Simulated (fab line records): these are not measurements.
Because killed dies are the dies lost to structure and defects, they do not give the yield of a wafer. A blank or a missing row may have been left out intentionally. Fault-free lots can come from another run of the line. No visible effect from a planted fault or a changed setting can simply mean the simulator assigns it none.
Matching of chambers -- flow nandHarc -- NHARC_A_BLC_STRIP_29 on rieDiel-09 has 4 sister chambers
The step strips in CF4. 14 wafers are shown with their chamber, then 7 later ones without.

## EACH WAFER AND ITS CHAMBER
wafer,chamber,drypumpMotorCurrentA (A),oesProductAu (a.u.),rfVppV (V)
L369.2,0,5.95,1.022,58.5
L369.5,2,5.80,1.025,58.8
L369.6,3,6.12,1.004,60.4
L371.3,1,5.88,0.990,59.7
L371.4,2,5.77,1.023,60.6
L371.6,3,6.13,1.015,58.6
L370.1,2,5.79,1.023,58.9
L370.2,3,6.11,1.007,60.2
L370.4,1,5.87,0.999,59.5
L376.2,3,6.11,0.996,59.1
L376.4,1,5.86,0.972,59.4
L376.5,3,6.12,0.993,59.5
L383.1,2,5.80,1.035,60.3
L383.4,3,6.13,1.017,60.3

SIGNATURES (means of the wafers above)
reading,chamber 0,chamber 1,chamber 2,chamber 3,scatter within a chamber
drypumpMotorCurrentA,5.9500,5.8700,5.7900,6.1200,0.011
oesProductAu,1.02200,0.98700,1.02650,1.00533,0.00975
rfVppV,58.500,59.533,59.650,59.683,0.732
Rule: a wafer lies at a distance from a chamber equal to the root of the sum of squares, over the readings, of (its reading less the chamber's mean, divided by the reading's scatter). If the next closest chamber is less than 2 further off than the closest, the wafer can't be placed; otherwise it belongs to the closest. The scatter is the square root of a quotient: the sum, over the shown wafers, of each reading's squared deviation from its chamber's mean, divided by wafers minus chambers.

## WAFERS WHOSE CHAMBER IS MISSING
wafer,drypumpMotorCurrentA (A),oesProductAu (a.u.),rfVppV (V)
L383.6,5.78,1.025,60.0
L389.1,5.85,0.999,58.9
L389.3,6.16,1.013,59.2
L389.6,6.13,1.007,58.8
L390.2,6.11,1.010,57.7
L390.5,6.00,0.983,59.5
L390.6,6.10,1.016,58.2

## CHAMBER TAKEN BY EACH
wafer,from the rows above,in truth
L383.6,2,2
L389.1,1,1
L389.3,3,3
L389.6,3,3
L390.2,3,3
L390.5,0,0
L390.6,3,3
Placed correctly: 7 of 7. From these rows, 0 cannot be placed. Wrongly placed: 0.
